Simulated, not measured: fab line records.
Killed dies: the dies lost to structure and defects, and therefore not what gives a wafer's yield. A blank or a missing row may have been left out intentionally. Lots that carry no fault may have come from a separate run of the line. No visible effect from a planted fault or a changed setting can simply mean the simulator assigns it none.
Which tool was responsible? + flow n5_finfet + 12 lots with 36 wafers sampled at 6 steps, on a route of 1938 steps

## WHAT EACH GAUGE READ, for each wafer
N5_ILD0_THK_MEAS_08.
| lot  | measured    | on            | thk_nm (nm)       |
|------|-------------|---------------|-------------------|
| L075 | day 3 21:26 | film_metro-01 | 136.2 137.4 136.8 |
| L077 | day 4 06:42 | film_metro-02 | 138.7 139.7 138.0 |
| L079 | day 4 22:44 | film_metro-02 | 139.6 138.9 140.2 |
| L081 | day 5 09:05 | film_metro-02 | 137.7 139.2 138.9 |
| L083 | day 5 19:29 | film_metro-01 | 140.3 138.0 139.2 |
| L085 | day 6 08:21 | film_metro-02 | 137.7 139.1 138.6 |
| L087 | day 6 23:19 | film_metro-01 | 137.3 137.9 139.4 |
| L089 | day 7 07:47 | film_metro-01 | 136.5 139.3 136.6 |
| L091 | day 7 20:14 | film_metro-02 | 139.4 138.5 138.2 |
| L093 | day 8 10:34 | film_metro-02 | 136.9 140.4 137.9 |
| L095 | day 8 23:02 | film_metro-02 | 137.4 140.7 139.5 |
| L097 | day 9 13:36 | film_metro-02 | 140.1 138.8 138.6 |

## WHAT TOOL EACH LOT RAN ON (gives the tool, then ch and the chambers of the sampled wafers, and finally the start)
| lot  | N5_DUMMY_GATE_HM_OPEN_21          | N5_DUMMY_GATE_ETCH_23           | N5_SPACER0_ALD_00                | N5_SD_EPI_N_ETCHBACK_44           | N5_SD_EPI_P_DESCUM_14             |
|------|-----------------------------------|---------------------------------|----------------------------------|-----------------------------------|-----------------------------------|
| L075 | rie_diel-02 ch 0,1, day 3 06:45   | rie_si-04 ch 1,2,3, day 3 06:56 | ald_sin-02 ch 1,2,3, day 3 07:43 | rie_diel-05 ch 2,3, day 3 09:02   | rie_diel-02 ch 1,3, day 3 13:13   |
| L077 | rie_diel-06 ch 0,3, day 3 16:38   | rie_si-02 ch 1,2, day 3 16:50   | ald_sin-01 ch 0,1, day 3 17:42   | rie_diel-01 ch 0,1,3, day 3 19:01 | rie_diel-04 ch 0,1,3, day 3 23:04 |
| L079 | rie_diel-04 ch 1,2,3, day 4 08:20 | rie_si-02 ch 0,1, day 4 08:32   | ald_sin-01 ch 2,3, day 4 09:30   | rie_diel-01 ch 0,2,3, day 4 10:53 | rie_diel-02 ch 1,3, day 4 14:50   |
| L081 | rie_diel-06 ch 0,1,3, day 4 16:32 | rie_si-02 ch 1,2,3, day 4 16:44 | ald_sin-01 ch 0,3, day 4 18:05   | rie_diel-03 ch 0,2, day 4 19:25   | rie_diel-04 ch 0,1,2, day 5 00:38 |
| L083 | rie_diel-04 ch 0,2,3, day 5 04:57 | rie_si-04 ch 0,1,3, day 5 05:08 | ald_sin-03 ch 1,2,3, day 5 05:49 | rie_diel-01 ch 1,2,3, day 5 07:08 | rie_diel-06 ch 1,2,3, day 5 11:46 |
| L085 | rie_diel-02 ch 0,1,3, day 5 17:04 | rie_si-04 ch 0,1,2, day 5 17:15 | ald_sin-02 ch 1,2,3, day 5 17:53 | rie_diel-05 ch 0,2, day 5 19:45   | rie_diel-06 ch 0,3, day 5 23:50   |
| L087 | rie_diel-02 ch 1,3, day 6 05:16   | rie_si-04 ch 0,1,2, day 6 05:28 | ald_sin-03 ch 2,3, day 6 06:06   | rie_diel-05 ch 1,2,3, day 6 08:14 | rie_diel-06 ch 1,2, day 6 15:18   |
| L089 | rie_diel-04 ch 0,2,3, day 6 16:55 | rie_si-01 ch 0,3, day 6 17:07   | ald_sin-03 ch 1,2, day 6 17:50   | rie_diel-01 ch 0,2, day 6 19:14   | rie_diel-02 ch 2,3, day 6 23:16   |
| L091 | rie_diel-02 ch 2,3, day 7 06:10   | rie_si-01 ch 0,3, day 7 06:22   | ald_sin-02 ch 0,1,3, day 7 07:32 | rie_diel-03 ch 1,2, day 7 08:44   | rie_diel-04 ch 2,3, day 7 12:45   |
| L093 | rie_diel-06 ch 0,1,3, day 7 19:16 | rie_si-04 ch 0,1,3, day 7 19:28 | ald_sin-01 ch 0,2,3, day 7 20:58 | rie_diel-01 ch 0,1,3, day 7 22:17 | rie_diel-02 ch 0,1,2, day 8 03:03 |
| L095 | rie_diel-04 ch 1,2, day 8 08:56   | rie_si-04 ch 0,1,2, day 8 09:07 | ald_sin-02 ch 1,3, day 8 09:46   | rie_diel-01 ch 0,1, day 8 11:24   | rie_diel-02 ch 0,3, day 8 15:31   |
| L097 | rie_diel-04 ch 0,1, day 8 18:28   | rie_si-01 ch 0,2, day 8 18:39   | ald_sin-03 ch 0,1,3, day 8 20:05 | rie_diel-01 ch 0,2,3, day 8 21:17 | rie_diel-02 ch 1,3, day 9 04:08   |
- N5_DUMMY_GATE_HM_OPEN_21: chemistry CH3F/O2, target SiNx, target depth 120 nm, time 171.4 s.
- N5_DUMMY_GATE_ETCH_23: etches poly-Si in HBr/Cl2/O2, target depth 41 nm, time 22.3 s.
- N5_SPACER0_ALD_00: deposits SiOCN, target thk 3.5 nm, pulse time 3 s, purge time 2 s.
- N5_SD_EPI_N_ETCHBACK_44: etches SiNx in CH3F/O2, stops on SiO2, target depth 14.5 nm.
- N5_SD_EPI_P_DESCUM_14: chemistry O2, time 7.9 s.

## THE ANSWER, worked out from the rows above alone
Rule: what is usual is taken from the lots themselves. The widest of any qualifying gaps counts: lots, ordered by their means at a reading, are off when they make up no more than a third of the lots, leave a main group of 4 or more, and stand apart from it by 3 or more times the standard deviation of that group's means. A main group whose means are all the same, to the digits that the tables above print for the reading, isn't used. Also off: a lot with no number at a reading for which 4 or more lots have one. Where the step has rows for the other lots, those lots are counted as sound.
None of the lots is off at any reading shown; this tells nothing.

## WHAT HAD BEEN PUT IN BY THE SIMULATOR
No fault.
